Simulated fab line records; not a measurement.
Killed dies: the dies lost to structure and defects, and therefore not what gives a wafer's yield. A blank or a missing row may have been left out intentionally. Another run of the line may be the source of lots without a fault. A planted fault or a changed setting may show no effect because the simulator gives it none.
Problem report, 8D (eight disciplines) form, completed by code    flow n5 finfet    the parts of the form that need people (team, actions taken, sign-off) are left out

1. THE ISSUE
Mean of trench depth nm at N5_BEOL_M12_OCD_MEAS_35: 274 nm across 2 wafers in 2 lots; on wafers with no fault it is 318 nm (standard deviation 4.6). That is -9.6 standard deviations from the usual mean.
The first sign was on wafer L496.6 at day 18 06:36, on ocd-01. The record has a number at this step for 21 wafers belonging to 7 lots. Rule for "out", or "out of limits": more than 4 standard deviations from the usual mean. All remaining wafers that have a number are taken as sound.

2. WHAT IT IS, AND WHAT IT ISN'T
question                     is                 is not
which readings at this step  trench depth nm    -
which lots                   L496, L504         L483, L489, L497, L505, L506
which wafers of those lots   L496.6, L504.6     L496.2, L496.4, L504.4, L504.5
read on which gauges         ocd-01, ocd-02     -
when                         from day 18 06:36  up to then (8 sound wafers); but 11 sound wafers of L497, L504, L505, L506 came after

3. SUSPECTS, AND WHAT RULES EACH OUT
Counting: a tool at a process step up to the reading stays a suspect if it ran every lot that is out. Sound lots after the first of them don't rule it out here, since some wafers of a struck lot are sound.
- ruled out: the gauge at N5_BEOL_M12_OCD_MEAS_35. Those wafers that are out were read across 2 gauges (ocd-01, ocd-02).
- rie diel-02 at N5_BEOL_M12_VIA_ETCH_16 (etches SiOC in C4F8/O2/Ar, target depth 724.8 nm): kept. It ran every lot that is out, first L496 (day 18 05:01); its last sound lot up to then is L489 (day 14 11:02).
- rie diel-05 at N5_BEOL_M12_TRENCH_ETCH_34 (etches SiOC in C4F8/O2/Ar, target depth 318.95 nm, time 125.5 s): kept. It ran every lot that is out, first L496 (day 18 06:27); its last sound lot up to then is L489 (day 14 12:20).
Left after counting: rie diel-02 at N5_BEOL_M12_VIA_ETCH_16, rie diel-05 at N5_BEOL_M12_TRENCH_ETCH_34.

4. THE CAUSE (what the simulator had put in)
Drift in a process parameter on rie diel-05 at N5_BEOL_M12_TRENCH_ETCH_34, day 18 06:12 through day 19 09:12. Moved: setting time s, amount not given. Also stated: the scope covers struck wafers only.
This tool is one of the 2 suspects left after counting.

5. THE CHAIN OF EFFECTS, in route order
Rows list readings where the struck wafers' mean (over those with a number) sits beyond 3 standard deviations from the usual. Readings are gone through only where the record gives a usual standard deviation; hours: the median, over the lots, of the time from a lot's start at the first step in this table giving one to that lot's start at this step; sigmas: the change measured in usual standard deviations.
hours  step                     reading            usual          on struck wafers  change   sigmas
0      N5_BEOL_M12_OCD_MEAS_35  trench depth nm    318 nm         274               -44      -9.6
3      N5_BEOL_M12_THK_MEAS_50  M12_THK            314 nm         269               -45      -9.8
3      N5_BEOL_M12_RS_MEAS_54   M12_RS             0.0602 ohm/sq  0.0706            +0.0104  +11
25     N5_BEOL_M15_RC_MEAS_101  SERP_M12           0.636 ohm/um   0.752             +0.116   +8.3
25     N5_BEOL_M15_RC_MEAS_101  SERP_M12_max_site  0.649 ohm/um   0.772             +0.123   +8.8

6. HOW IT WOULD HAVE BEEN CAUGHT EARLIER
The first out-of-limits reading at a measuring or inspecting step in this record came at day 18 06:36, 0 hours after the fault's start at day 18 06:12.
No tool reading at N5_BEOL_M12_TRENCH_ETCH_34 that has a usual standard deviation in the record was out on any struck wafer, so an alarm limit of 4 standard deviations on those readings would not have fired.
Among the 2 lots that are out, L504 began N5_BEOL_M12_TRENCH_ETCH_34 on rie diel-05 after day 18 06:36. Holding the tool at that time would have saved it.
